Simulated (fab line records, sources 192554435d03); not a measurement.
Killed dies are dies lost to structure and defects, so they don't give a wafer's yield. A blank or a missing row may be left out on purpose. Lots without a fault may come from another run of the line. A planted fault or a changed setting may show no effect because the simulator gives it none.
Which tool did it? | flow n5_finfet | 24 lots, 72 wafers sampled, at 6 steps of a route of 1938

WHAT THE GAUGES READ, wafer by wafer
N5_BEOL_M3_CD_MEAS_11: target cd 17.05 nm. Usual: cd_nm 17.09 nm, standard deviation 0.22.
lot  | measured     | on        | cd_nm (nm)        | flag
L075 | day 7 06:50  | cd_sem-02 | 17.44 17.41 17.20 |
L076 | day 7 11:20  | cd_sem-01 | 17.20 16.78 17.08 |
L074 | day 7 11:22  | cd_sem-03 | 17.38 17.06 17.27 |
L077 | day 7 23:05  | cd_sem-02 | 17.20 17.20 17.14 |
L078 | day 8 00:25  | cd_sem-03 | 17.39 17.46 17.24 |
L079 | day 8 02:32  | cd_sem-03 | 16.97 16.69 17.16 |
L080 | day 8 11:32  | cd_sem-01 | 16.95 16.94 16.75 |
L081 | day 9 00:43  | cd_sem-03 | 16.69 17.35 16.89 |
L082 | day 9 07:21  | cd_sem-01 | 17.01 16.89 17.16 |
L083 | day 9 12:40  | cd_sem-01 | 17.17 17.40 16.87 |
L084 | day 9 17:53  | cd_sem-02 | 17.43 17.07 16.90 |
L085 | day 10 07:16 | cd_sem-02 | 17.01 16.91 16.80 |
L086 | day 10 08:29 | cd_sem-02 | 17.08 16.97 16.80 |
L088 | day 10 14:11 | cd_sem-02 | 17.25 17.12 17.10 |
L089 | day 10 21:08 | cd_sem-01 | 17.17 16.85 17.16 |
L087 | day 10 21:18 | cd_sem-03 | 16.97 16.99 16.98 |
L090 | day 11 02:52 | cd_sem-01 | 17.05 17.10 17.21 |
L091 | day 11 07:18 | cd_sem-01 | 17.25 17.31 17.24 |
L093 | day 12 15:55 | cd_sem-01 | 16.86 17.31 17.08 |
L092 | day 12 16:39 | cd_sem-02 | 16.57 17.16 16.88 |
L094 | day 12 16:59 | cd_sem-01 | 16.97 17.56 17.07 |
L095 | day 12 17:13 | cd_sem-01 | 16.76 17.01 17.19 |
L097 | day 12 20:07 | cd_sem-03 | 17.15 17.24 17.03 |
L096 | day 13 00:00 | cd_sem-01 | 17.29 17.06 17.13 |

WHICH TOOL RAN EACH LOT (tool, then ch and the chambers of the sampled wafers, then the start)
lot  | N5_BEOL_M2_ANNEAL_49         | N5_BEOL_M2_SPUTTER_90        | N5_BEOL_M2_ANNEAL_51             | N5_BEOL_M2_CMP_52             | N5_BEOL_M3_ILD_DEP_00
L075 | pvd_sputter-02, day 7 03:19  | pvd_sputter-02, day 7 04:20  | rtp_anneal-01 ch 0, day 7 05:11  | cmp-04 ch 1,2,3, day 7 05:34  | pecvd-02 ch 0,1, day 7 06:08
L076 | pvd_sputter-03, day 7 07:16  | pvd_sputter-03, day 7 08:17  | rtp_anneal-02 ch 0, day 7 09:14  | cmp-02 ch 1,2,3, day 7 09:31  | pecvd-01 ch 0,1,2, day 7 10:04
L074 | pvd_sputter-01, day 7 07:27  | pvd_sputter-01, day 7 08:28  | rtp_anneal-01 ch 0, day 7 09:28  | cmp-04 ch 1,2,3, day 7 09:42  | pecvd-03 ch 0,1,2, day 7 10:19
L077 | pvd_sputter-02, day 7 19:21  | pvd_sputter-02, day 7 20:22  | rtp_anneal-02 ch 0, day 7 21:13  | cmp-03 ch 0,1,3, day 7 21:34  | pecvd-02 ch 0,2, day 7 22:09
L078 | pvd_sputter-03, day 7 19:31  | pvd_sputter-03, day 7 20:32  | rtp_anneal-01 ch 0, day 7 21:29  | cmp-04 ch 0,2,3, day 7 21:44  | pecvd-02 ch 0,2, day 7 22:25
L079 | pvd_sputter-03, day 7 22:53  | pvd_sputter-03, day 7 23:54  | rtp_anneal-02 ch 0, day 8 00:52  | cmp-02 ch 1,2, day 8 01:10    | pecvd-01 ch 0,1, day 8 01:53
L080 | pvd_sputter-02, day 8 07:54  | pvd_sputter-02, day 8 08:55  | rtp_anneal-01 ch 0, day 8 09:49  | cmp-03 ch 0,1,2, day 8 10:09  | pecvd-01 ch 0,2, day 8 10:41
L081 | pvd_sputter-02, day 8 19:58  | pvd_sputter-02, day 8 20:59  | rtp_anneal-01 ch 0, day 8 21:53  | cmp-04 ch 0,2, day 8 22:23    | pecvd-03 ch 0,1, day 8 23:02
L082 | pvd_sputter-01, day 9 00:28  | pvd_sputter-01, day 9 03:15  | rtp_anneal-02 ch 0, day 9 04:07  | cmp-03 ch 2,3, day 9 04:24    | pecvd-01 ch 0,1,2, day 9 05:05
L083 | pvd_sputter-03, day 9 08:01  | pvd_sputter-03, day 9 09:02  | rtp_anneal-01 ch 0, day 9 09:53  | cmp-02 ch 0,1,3, day 9 10:11  | pecvd-01 ch 0,1,2, day 9 10:50
L084 | pvd_sputter-01, day 9 14:10  | pvd_sputter-01, day 9 15:11  | rtp_anneal-02 ch 0, day 9 16:02  | cmp-03 ch 0,1, day 9 16:20    | pecvd-03 ch 0,2, day 9 16:57
L085 | pvd_sputter-02, day 10 03:10 | pvd_sputter-02, day 10 04:11 | rtp_anneal-01 ch 0, day 10 05:02 | cmp-04 ch 1,2, day 10 05:20   | pecvd-02 ch 0,1,2, day 10 05:57
L086 | pvd_sputter-02, day 10 05:00 | pvd_sputter-02, day 10 06:01 | rtp_anneal-01 ch 0, day 10 06:58 | cmp-02 ch 0,2,3, day 10 07:17 | pecvd-02 ch 0,1,2, day 10 07:48
L088 | pvd_sputter-03, day 10 08:27 | pvd_sputter-03, day 10 09:28 | rtp_anneal-01 ch 0, day 10 10:24 | cmp-03 ch 0,1,2, day 10 10:39 | pecvd-02 ch 0,1,2, day 10 11:18
L089 | pvd_sputter-01, day 10 15:47 | pvd_sputter-01, day 10 16:48 | rtp_anneal-01 ch 0, day 10 17:42 | cmp-03 ch 0,1,3, day 10 17:59 | pecvd-03 ch 0,2, day 10 18:34
L087 | pvd_sputter-02, day 10 15:58 | pvd_sputter-02, day 10 16:59 | rtp_anneal-01 ch 0, day 10 17:55 | cmp-03 ch 2,3, day 10 18:24   | pecvd-01 ch 0,2, day 10 19:01
L090 | pvd_sputter-01, day 10 22:18 | pvd_sputter-01, day 10 23:19 | rtp_anneal-01 ch 0, day 11 00:11 | cmp-02 ch 0,1,3, day 11 00:31 | pecvd-03 ch 0,2, day 11 01:05
L091 | pvd_sputter-01, day 11 03:44 | pvd_sputter-01, day 11 04:46 | rtp_anneal-02 ch 0, day 11 05:43 | cmp-03 ch 0,1,2, day 11 05:57 | pecvd-01 ch 1,2, day 11 06:32
L093 | pvd_sputter-02, day 12 10:23 | pvd_sputter-02, day 12 11:24 | rtp_anneal-02 ch 0, day 12 13:04 | cmp-02 ch 0,2, day 12 13:26   | pecvd-03 ch 0,1, day 12 14:17
L092 | pvd_sputter-03, day 12 12:51 | pvd_sputter-03, day 12 13:52 | rtp_anneal-02 ch 0, day 12 14:52 | cmp-04 ch 1,2, day 12 15:02   | pecvd-02 ch 0,1,2, day 12 15:40
L094 | pvd_sputter-02, day 12 12:58 | pvd_sputter-02, day 12 13:59 | rtp_anneal-01 ch 0, day 12 14:50 | cmp-03 ch 0,1,2, day 12 15:10 | pecvd-03 ch 0,1, day 12 15:45
L095 | pvd_sputter-01, day 12 13:10 | pvd_sputter-01, day 12 14:11 | rtp_anneal-01 ch 0, day 12 15:09 | cmp-03 ch 0,1,3, day 12 15:25 | pecvd-03 ch 0,2, day 12 16:01
L097 | pvd_sputter-02, day 12 16:38 | pvd_sputter-02, day 12 17:40 | rtp_anneal-02 ch 0, day 12 18:34 | cmp-04 ch 0,3, day 12 18:50   | pecvd-01 ch 0,1, day 12 19:27
L096 | pvd_sputter-01, day 12 19:36 | pvd_sputter-01, day 12 20:37 | rtp_anneal-02 ch 0, day 12 21:34 | cmp-02 ch 0,1,2, day 12 21:47 | pecvd-02 ch 0,1,2, day 12 22:25
- N5_BEOL_M2_ANNEAL_49: time 240 s.
- N5_BEOL_M2_SPUTTER_90: material Cu, target thk 4.5 nm, time 8.29 s.
- N5_BEOL_M2_ANNEAL_51: time 90 s.
- N5_BEOL_M2_CMP_52: polishes, stops on SiOC, t overpolish 6.8 s, target thk 40 nm.
- N5_BEOL_M3_ILD_DEP_00: deposits SiOC from DEMS/O2, target thk 79 nm, time 15.3 s.

WHAT THE TOOLS THEMSELVES READ (means of the sampled wafers that have a number; where no wafer has one, the mark that the record gives instead)
N5_BEOL_M2_ANNEAL_49. Usual: heater_power_w 858 W, standard deviation 68.
lot  | tool           | heater_power_w (W) | flag
L075 | pvd_sputter-02 | 826                |
L076 | pvd_sputter-03 | 787                |
L074 | pvd_sputter-01 | 895                |
L077 | pvd_sputter-02 | 850                |
L078 | pvd_sputter-03 | 875                |
L079 | pvd_sputter-03 | 797                |
L080 | pvd_sputter-02 | 848                |
L081 | pvd_sputter-02 | 810                |
L082 | pvd_sputter-01 | 903                |
L083 | pvd_sputter-03 | 889                |
L084 | pvd_sputter-01 | 917                |
L085 | pvd_sputter-02 | 852                |
L086 | pvd_sputter-02 | 817                |
L088 | pvd_sputter-03 | 882                |
L089 | pvd_sputter-01 | 872                |
L087 | pvd_sputter-02 | 843                |
L090 | pvd_sputter-01 | 917                |
L091 | pvd_sputter-01 | 917                |
L093 | pvd_sputter-02 | 873                |
L092 | pvd_sputter-03 | 868                |
L094 | pvd_sputter-02 | 860                |
L095 | pvd_sputter-01 | 864                |
L097 | pvd_sputter-02 | 812                |
L096 | pvd_sputter-01 | 939                |

N5_BEOL_M2_SPUTTER_90. Usual: chuck_gas_flow_sccm 1.25 sccm, standard deviation 0.05; throttle_valve_pct 30.2 %, standard deviation 1.1.
lot  | tool           | chuck_gas_flow_sccm (sccm) | throttle_valve_pct (%) | flag
L075 | pvd_sputter-02 | 1.21                       | 30.2                   |
L076 | pvd_sputter-03 | 1.26                       | 29.9                   |
L074 | pvd_sputter-01 | 1.22                       | 29.9                   |
L077 | pvd_sputter-02 | 1.27                       | 30.6                   |
L078 | pvd_sputter-03 | 1.22                       | 30.7                   |
L079 | pvd_sputter-03 | 1.26                       | 29.9                   |
L080 | pvd_sputter-02 | 1.28                       | 30.7                   |
L081 | pvd_sputter-02 | 1.24                       | 30.5                   |
L082 | pvd_sputter-01 | 1.24                       | 30.3                   |
L083 | pvd_sputter-03 | 1.24                       | 30.6                   |
L084 | pvd_sputter-01 | 1.25                       | 29.6                   |
L085 | pvd_sputter-02 | 1.33                       | 31.1                   |
L086 | pvd_sputter-02 | 1.28                       | 30.5                   |
L088 | pvd_sputter-03 | 1.27                       | 30.6                   |
L089 | pvd_sputter-01 | 1.26                       | 29.7                   |
L087 | pvd_sputter-02 | 1.25                       | 31.1                   |
L090 | pvd_sputter-01 | 1.27                       | 29.6                   |
L091 | pvd_sputter-01 | 1.22                       | 29.5                   |
L093 | pvd_sputter-02 | 1.26                       | 30.5                   |
L092 | pvd_sputter-03 | 1.23                       | 30.7                   |
L094 | pvd_sputter-02 | 1.25                       | 30.6                   |
L095 | pvd_sputter-01 | 1.29                       | 29.9                   |
L097 | pvd_sputter-02 | 1.25                       | 30.5                   |
L096 | pvd_sputter-01 | 1.26                       | 29.7                   |

N5_BEOL_M2_ANNEAL_51. Usual: wafer_temp_C_max 225.82, standard deviation 0.25.
lot  | tool          | wafer_temp_C_max | flag
L075 | rtp_anneal-01 | 225.79           |
L076 | rtp_anneal-02 | 225.67           |
L074 | rtp_anneal-01 | 225.80           |
L077 | rtp_anneal-02 | 225.98           |
L078 | rtp_anneal-01 | 225.81           |
L079 | rtp_anneal-02 | 225.43           |
L080 | rtp_anneal-01 | 226.01           |
L081 | rtp_anneal-01 | 226.14           |
L082 | rtp_anneal-02 | 225.74           |
L083 | rtp_anneal-01 | 225.92           |
L084 | rtp_anneal-02 | 225.33           |
L085 | rtp_anneal-01 | 225.78           |
L086 | rtp_anneal-01 | 225.99           |
L088 | rtp_anneal-01 | 226.00           |
L089 | rtp_anneal-01 | 226.00           |
L087 | rtp_anneal-01 | 225.75           |
L090 | rtp_anneal-01 | 226.10           |
L091 | rtp_anneal-02 | 225.89           |
L093 | rtp_anneal-02 | 225.72           |
L092 | rtp_anneal-02 | 225.66           |
L094 | rtp_anneal-01 | 225.87           |
L095 | rtp_anneal-01 | 226.33           |
L097 | rtp_anneal-02 | 225.67           |
L096 | rtp_anneal-02 | 225.69           |

N5_BEOL_M2_CMP_52. Usual: barrier_field_endpoint_s 24.5 s, standard deviation 0.67; motor_current_A 6.4 A, standard deviation 0.78; overpolish_run_s 6.801 s, standard deviation 0.0091; pad_life_wafers 1144, standard deviation 480; platen_rpm 50.00 rpm, standard deviation 0.032; retaining_ring_pressure_frac 1.001, standard deviation 0.0053; time_to_endpoint_s 63 s, standard deviation 3.4.
lot  | tool   | barrier_field_endpoint_s (s) | motor_current_A (A) | overpolish_run_s (s) | pad_life_wafers | platen_rpm (rpm) | retaining_ring_pressure_frac | time_to_endpoint_s (s) | flag
L075 | cmp-04 | 24.6                         | 5.7                 | 6.817                | 206             | 49.99            | 0.998                        | 63                     |
L076 | cmp-02 | 23.3                         | 5.8                 | 6.799                | 932             | 49.99            | 1.000                        | 58                     |
L074 | cmp-04 | 24.9                         | 5.6                 | 6.803                | 260             | 50.00            | 0.998                        | 64                     |
L077 | cmp-03 | 24.8                         | 7.1                 | 6.800                | 800             | 50.01            | 1.002                        | 65                     |
L078 | cmp-04 | 25.5                         | 5.6                 | 6.800                | 350             | 50.02            | 0.996                        | 65                     |
L079 | cmp-02 | 24.7                         | 5.9                 | 6.814                | 1058            | 49.97            | 1.001                        | 60                     |
L080 | cmp-03 | 25.4                         | 7.0                 | 6.796                | 902             | 50.00            | 1.006                        | 69                     |
L081 | cmp-04 | 24.2                         | 5.5                 | 6.795                | 566             | 50.03            | 1.005                        | 61                     |
L082 | cmp-03 | 24.8                         | 7.3                 | 6.806                | 1046            | 50.01            | 1.000                        | 65                     |
L083 | cmp-02 | 24.8                         | 5.9                 | 6.809                | 1280            | 50.01            | 0.998                        | 60                     |
L084 | cmp-03 | 24.1                         | 6.8                 | 6.797                | 1112            | 49.97            | 0.998                        | 65                     |
L085 | cmp-04 | 23.7                         | 5.3                 | 6.803                | 806             | 50.03            | 0.998                        | 60                     |
L086 | cmp-02 | 24.1                         | 6.2                 | 6.801                | 1461            | 49.99            | 0.999                        | 59                     |
L088 | cmp-03 | 25.2                         | 7.2                 | 6.796                | 1243            | 50.00            | 0.997                        | 65                     |
L089 | cmp-03 | 24.6                         | 7.2                 | 6.800                | 1310            | 49.97            | 1.003                        | 64                     |
L087 | cmp-03 | 25.3                         | 7.3                 | 6.805                | 1320            | 49.96            | 0.999                        | 66                     |
L090 | cmp-02 | 23.9                         | 6.0                 | 6.792                | 1634            | 50.03            | 0.998                        | 61                     |
L091 | cmp-03 | 24.9                         | 6.8                 | 6.793                | 1418            | 49.99            | 1.005                        | 66                     |
L093 | cmp-02 | 24.0                         | 5.9                 | 6.801                | 1958            | 49.98            | 1.003                        | 59                     |
L092 | cmp-04 | 24.8                         | 5.2                 | 6.810                | 1182            | 49.98            | 1.007                        | 61                     |
L094 | cmp-03 | 25.0                         | 6.9                 | 6.798                | 1694            | 50.01            | 1.004                        | 67                     |
L095 | cmp-03 | 24.7                         | 7.1                 | 6.806                | 1699            | 50.00            | 1.000                        | 63                     |
L097 | cmp-04 | 24.8                         | 6.2                 | 6.802                | 1230            | 50.00            | 0.997                        | 63                     |
L096 | cmp-02 | 24.2                         | 6.1                 | 6.803                | 1999            | 49.98            | 1.000                        | 62                     |

N5_BEOL_M3_ILD_DEP_00. Usual: heater_power_outer_w 268 W, standard deviation 46; heater_power_w 499 W, standard deviation 82; showerhead_plenum_p_Torr 5.696 Torr, standard deviation 0.017; throttle_valve_pct 12.1 %, standard deviation 0.79.
lot  | tool     | heater_power_outer_w (W) | heater_power_w (W) | showerhead_plenum_p_Torr (Torr) | throttle_valve_pct (%) | flag
L075 | pecvd-02 | 241                      | 470                | 5.694                           | 12.8                   |
L076 | pecvd-01 | 272                      | 544                | 5.694                           | 11.8                   |
L074 | pecvd-03 | 282                      | 473                | 5.698                           | 12.1                   |
L077 | pecvd-02 | 232                      | 465                | 5.705                           | 12.1                   |
L078 | pecvd-02 | 259                      | 504                | 5.698                           | 12.2                   |
L079 | pecvd-01 | 299                      | 536                | 5.703                           | 12.1                   |
L080 | pecvd-01 | 270                      | 513                | 5.691                           | 11.2                   |
L081 | pecvd-03 | 254                      | 418                | 5.696                           | 12.5                   |
L082 | pecvd-01 | 279                      | 552                | 5.704                           | 11.9                   |
L083 | pecvd-01 | 274                      | 537                | 5.705                           | 11.9                   |
L084 | pecvd-03 | 233                      | 423                | 5.689                           | 11.5                   |
L085 | pecvd-02 | 254                      | 478                | 5.690                           | 12.4                   |
L086 | pecvd-02 | 249                      | 481                | 5.700                           | 12.4                   |
L088 | pecvd-02 | 244                      | 473                | 5.696                           | 12.4                   |
L089 | pecvd-03 | 240                      | 400                | 5.695                           | 11.7                   |
L087 | pecvd-01 | 261                      | 538                | 5.681                           | 11.5                   |
L090 | pecvd-03 | 216                      | 397                | 5.690                           | 11.5                   |
L091 | pecvd-01 | 304                      | 621                | 5.714                           | 12.4                   |
L093 | pecvd-03 | 269                      | 433                | 5.698                           | 12.5                   |
L092 | pecvd-02 | 250                      | 482                | 5.694                           | 12.3                   |
L094 | pecvd-03 | 331                      | 535                | 5.700                           | 12.9                   |
L095 | pecvd-03 | 243                      | 413                | 5.685                           | 11.9                   |
L097 | pecvd-01 | 287                      | 532                | 5.709                           | 12.0                   |
L096 | pecvd-02 | 264                      | 494                | 5.696                           | 12.3                   |

THE ANSWER, worked out from the rows above alone
Rule: a lot is off if the mean of its wafers that have a number lies more than 3 standard deviations from the usual mean. A lot without any number at a reading at which 4 lots or more have one is off too. The other lots that the step has rows for count as sound. The gauges are gone through in route order, then the tools' own readings, and for those a lot's mean is taken as printed above. The first step at which some lot is off is used, and at that step the reading that is off furthest; a lot without a number counts as furthest.
No lot is off at any reading shown: from this, nothing can be told.

WHAT THE SIMULATOR HAD PUT IN
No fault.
